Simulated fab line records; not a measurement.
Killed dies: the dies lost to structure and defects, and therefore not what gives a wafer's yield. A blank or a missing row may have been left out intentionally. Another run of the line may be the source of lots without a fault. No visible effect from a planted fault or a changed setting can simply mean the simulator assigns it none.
What tool caused it? / flow n5_finfet / Sampling: 9 lots, 27 wafers, 3 of 1938 route steps

WHAT EACH GAUGE READ, for each wafer
N5_BEOL_M0_CUTY_INSPECT_59: inspects for defects (macro).
lot=L662; measured=day 5 20:47; on=defect_inspect-02; raw_defect_count=5 3 3
lot=L666; measured=day 6 18:22; on=defect_inspect-01; raw_defect_count=3 1 2
lot=L667; measured=day 7 05:18; on=defect_inspect-01; raw_defect_count=2 3 1
lot=L670; measured=day 7 20:01; on=defect_inspect-01; raw_defect_count=2 1 2
lot=L675; measured=day 9 03:28; on=defect_inspect-01; raw_defect_count=290 295 264
lot=L679; measured=day 10 02:09; on=defect_inspect-01; raw_defect_count=277 260 275
lot=L681; measured=day 10 11:57; on=defect_inspect-01; raw_defect_count=1 1 4
lot=L682; measured=day 10 19:55; on=defect_inspect-01; raw_defect_count=3 1 2
lot=L685; measured=day 11 14:26; on=defect_inspect-02; raw_defect_count=2 3 2

WHICH TOOL RAN EACH LOT (tool, then ch and the chambers of the sampled wafers, then the start)
lot=L662; N5_BEOL_M0_SAQP_RECESS_109=vapor_etch-01 ch 0,1, day 5 17:53; N5_BEOL_M0_SAQP_STRIP_75=rie_diel-03 ch 1,3, day 5 20:20
lot=L666; N5_BEOL_M0_SAQP_RECESS_109=vapor_etch-01 ch 0,1, day 6 15:29; N5_BEOL_M0_SAQP_STRIP_75=rie_diel-03 ch 2,3, day 6 18:02
lot=L667; N5_BEOL_M0_SAQP_RECESS_109=vapor_etch-02 ch 0,1, day 6 22:02; N5_BEOL_M0_SAQP_STRIP_75=rie_diel-03 ch 1,2,3, day 7 04:59
lot=L670; N5_BEOL_M0_SAQP_RECESS_109=vapor_etch-02 ch 1, day 7 17:14; N5_BEOL_M0_SAQP_STRIP_75=rie_diel-03 ch 1,3, day 7 19:34
lot=L675; N5_BEOL_M0_SAQP_RECESS_109=vapor_etch-01 ch 0,1, day 9 00:49; N5_BEOL_M0_SAQP_STRIP_75=rie_diel-03 ch 2,3, day 9 03:09
lot=L679; N5_BEOL_M0_SAQP_RECESS_109=vapor_etch-01 ch 1, day 9 22:31; N5_BEOL_M0_SAQP_STRIP_75=rie_diel-03 ch 0,1,2, day 10 01:43
lot=L681; N5_BEOL_M0_SAQP_RECESS_109=vapor_etch-01 ch 0,1, day 10 09:05; N5_BEOL_M0_SAQP_STRIP_75=rie_diel-06 ch 0,1,2, day 10 11:38
lot=L682; N5_BEOL_M0_SAQP_RECESS_109=vapor_etch-02 ch 0,1, day 10 16:08; N5_BEOL_M0_SAQP_STRIP_75=rie_diel-06 ch 1,2,3, day 10 19:35
lot=L685; N5_BEOL_M0_SAQP_RECESS_109=vapor_etch-02 ch 0,1, day 11 11:31; N5_BEOL_M0_SAQP_STRIP_75=rie_diel-06 ch 0,1,3, day 11 13:59
- N5_BEOL_M0_SAQP_RECESS_109: chemistry HF/NH3, target SiO2, target depth 3 nm, afs cycles 1, sublimation time 60 s.
- N5_BEOL_M0_SAQP_STRIP_75: strips in CF4.

THE ANSWER, worked out from the rows above alone
Rule: what is usual is taken from the lots themselves. The widest of any qualifying gaps counts: lots, ordered by their means at a reading, are off when they make up no more than a third of the lots, leave a main group of 4 or more, and stand apart from it by 3 or more times the standard deviation of that group's means. The tables above print the reading to a certain number of digits; a main group whose means all agree to those digits is not used. Also off: a lot with no number at a reading for which 4 or more lots have one. All remaining lots with rows at the step are treated as sound.
Off: L675, L679 (N5_BEOL_M0_CUTY_INSPECT_59, raw_defect_count). The main group has a mean of 2.2 with a standard deviation of 0.61.
A tool fits if, at a process step before that reading, it ran every lot that is off, and no sound lot after the first of them. Gauges at N5_BEOL_M0_CUTY_INSPECT_59: tried the same way as those tools. One fits: N5_BEOL_M0_SAQP_STRIP_75 on rie_diel-03. A fault onset in the window from L670 (day 7 19:34, its last sound lot) to L675 (day 9 03:09, its first lot off) fits.

WHAT THE SIMULATOR HAD INSERTED
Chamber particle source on rie_diel-03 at N5_BEOL_M0_SAQP_STRIP_75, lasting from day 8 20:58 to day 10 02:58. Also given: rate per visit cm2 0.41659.
Shown lots that were struck: L675, L679. The rule above reached the same finding.
